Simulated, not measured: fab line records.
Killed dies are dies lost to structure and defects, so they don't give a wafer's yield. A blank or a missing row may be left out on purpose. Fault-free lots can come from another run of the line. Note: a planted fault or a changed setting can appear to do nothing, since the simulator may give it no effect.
Problem report, 8D (eight disciplines) form, completed by code	flow nand_harc	the parts of the form that need people (team, actions taken, sign-off) are left out

1. THE ISSUE
On 2 wafers of 1 lot, killed_at_other at NHARC_END_SORT_01 has a mean of 640.0; fault-free wafers read 0.5, standard deviation 0.82. So: +99 or more standard deviations from the usual mean.
Earliest sighting: wafer L354.1 on prober-02 at day 23 23:53. The record has a number at this step for 33 wafers belonging to 11 lots. Rule for "out", or "out of limits": more than 4 standard deviations from the usual mean. Any other wafer with a number is counted as sound.

2. WHAT IT IS; WHAT IT IS NOT
question	is	is not
which readings at this step	killed_at_other, defect_limited_yield, killed_dies, sort_bin_2_pct, sort_n_pass, sort_rim_yield_pct, sort_yield_pct	killed_at_array, killed_at_periphery, killed_short, sort_bin_3_pct, sort_bin_4_pct
which lots	L354	L339, L342, L346, L347, L350, L357, L358, L359, L360, L361
which wafers of those lots	L354.1, L354.6	L354.3
read on which gauges	prober-02	prober-01
when	from day 23 23:53	up to then (16 sound wafers); but 15 sound wafers of L354, L357, L358, L359, L360, L361 came after

3. THE SUSPECTS, EACH WITH WHAT RULES IT OUT
Counting: if a tool at a process step up to the reading ran every lot that is out, it stays a suspect. Sound lots after the first of them don't rule it out here, since some wafers of a struck lot are sound.
- the gauge at NHARC_END_SORT_01 has been ruled out. All the wafers that are out were read on prober-02, but those of them that NHARC_THIN_TSV_ETCHBACK_48 has rows for are out there too, on other tools.
- pecvd-03 at NHARC_A_M1_DEP_33 (deposits SiCN, target thk 30 nm): kept. The lot that is out, L354, ran on it at day 22 14:30; the last sound lot it ran before that was L346, at day 19 15:34.
- rie_diel-06 at NHARC_A_BONDPAD_ETCH_12 (etches the open film in CHF3/O2, target depth 220 nm, time 110 s): kept. The lot that is out, L354, ran on it at day 22 17:14; the last sound lot it ran before that was L350, at day 21 04:58. NHARC_A_BONDPAD_ETCH_12 gives no start for some lots, so the hours and the order of its lots are those of NHARC_A_BONDPAD_STRIP_15.
- rie_diel-06 at NHARC_A_BONDPAD_STRIP_15 (strips in O2): kept. The lot that is out, L354, ran on it at day 22 17:14; the last sound lot it ran before that was L357, at day 22 15:40.
- rie_diel-08 at NHARC_THIN_TSV_ETCHBACK_48 (etches the open film in C4F8/Ar, target depth 1028.5 nm, time 405.17 s): kept. The lot that is out, L354, ran on it at day 23 10:08; the last sound lot it ran before that was L350, at day 21 21:56. Its own readings are out on those wafers: oes_product_au.
- Within pecvd-03 at NHARC_A_M1_DEP_33: the wafers that are out ran in chambers 0, 1; their sound lot-mates ran in chamber 2.
- Within rie_diel-06 at NHARC_A_BONDPAD_ETCH_12: the wafers that are out ran in chambers 1, 3; their sound lot-mates ran in chamber 0.
- At NHARC_A_BONDPAD_STRIP_15 on rie_diel-06, chamber 0 took the sound wafers of the same lots and chamber 3 took the wafers that are out.
- Within rie_diel-08 at NHARC_THIN_TSV_ETCHBACK_48: the wafers that are out ran in chambers 1, 3; their sound lot-mates ran in chamber 0.
Left after counting: pecvd-03 at NHARC_A_M1_DEP_33, rie_diel-06 at NHARC_A_BONDPAD_ETCH_12, rie_diel-06 at NHARC_A_BONDPAD_STRIP_15, rie_diel-08 at NHARC_THIN_TSV_ETCHBACK_48.

4. THE CAUSE (what the simulator had put in)
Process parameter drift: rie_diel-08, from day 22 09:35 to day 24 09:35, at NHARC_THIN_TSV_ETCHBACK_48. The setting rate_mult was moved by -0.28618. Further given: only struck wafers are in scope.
After counting, 4 suspects remain, this tool included.

5. THE CHAIN OF EFFECTS, in route order
One row per reading whose mean, taken over the struck wafers that have a number, lies over 3 standard deviations from the usual. Only readings whose record carries a usual standard deviation are examined. hours: median over the lots of the time between each lot's start at the first step of this table that gives one and its start at this step. sigmas: the change, counted in usual standard deviations.
hours	step	reading	usual	on struck wafers	change	sigmas
0	NHARC_THIN_TSV_ETCHBACK_48	oes_product_au	0.96 a.u.	0.77	-0.19	-5.6
14	NHARC_END_SORT_01	defect_limited_yield	95.0 %	0.0	-95.0	-59
14	NHARC_END_SORT_01	killed_at_other	0.5	640.0	+639.5	+99 or more
14	NHARC_END_SORT_01	killed_dies	34	677	+643	+58
14	NHARC_END_SORT_01	sort_bin_2_pct	1.5 %	96.3	+94.8	+99 or more
14	NHARC_END_SORT_01	sort_n_pass	643	0	-643	-58
14	NHARC_END_SORT_01	sort_rim_yield_pct	94.6 %	0.0	-94.6	-33
14	NHARC_END_SORT_01	sort_yield_pct	95.0 %	0.0	-95.0	-59
It contains these process steps:
- NHARC_THIN_TSV_ETCHBACK_48: etches the open film in C4F8/Ar, target depth 1028.5 nm, time 405.17 s.

6. HOW IT WOULD HAVE BEEN CAUGHT EARLIER
Counted from the fault's start at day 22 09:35, it took 38 hours until the first out-of-limits reading at a measuring or inspecting step in this record, taken at day 23 23:53.
Tool's own readings at NHARC_THIN_TSV_ETCHBACK_48, oes_product_au: out on all struck wafers the step has rows for; an alarm limit on them would have tripped on the first.
The start of NHARC_THIN_TSV_ETCHBACK_48 on rie_diel-08 came by day 23 23:53 for every one of the lots that are out (1). Holding the tool at that point would not have protected any of them.
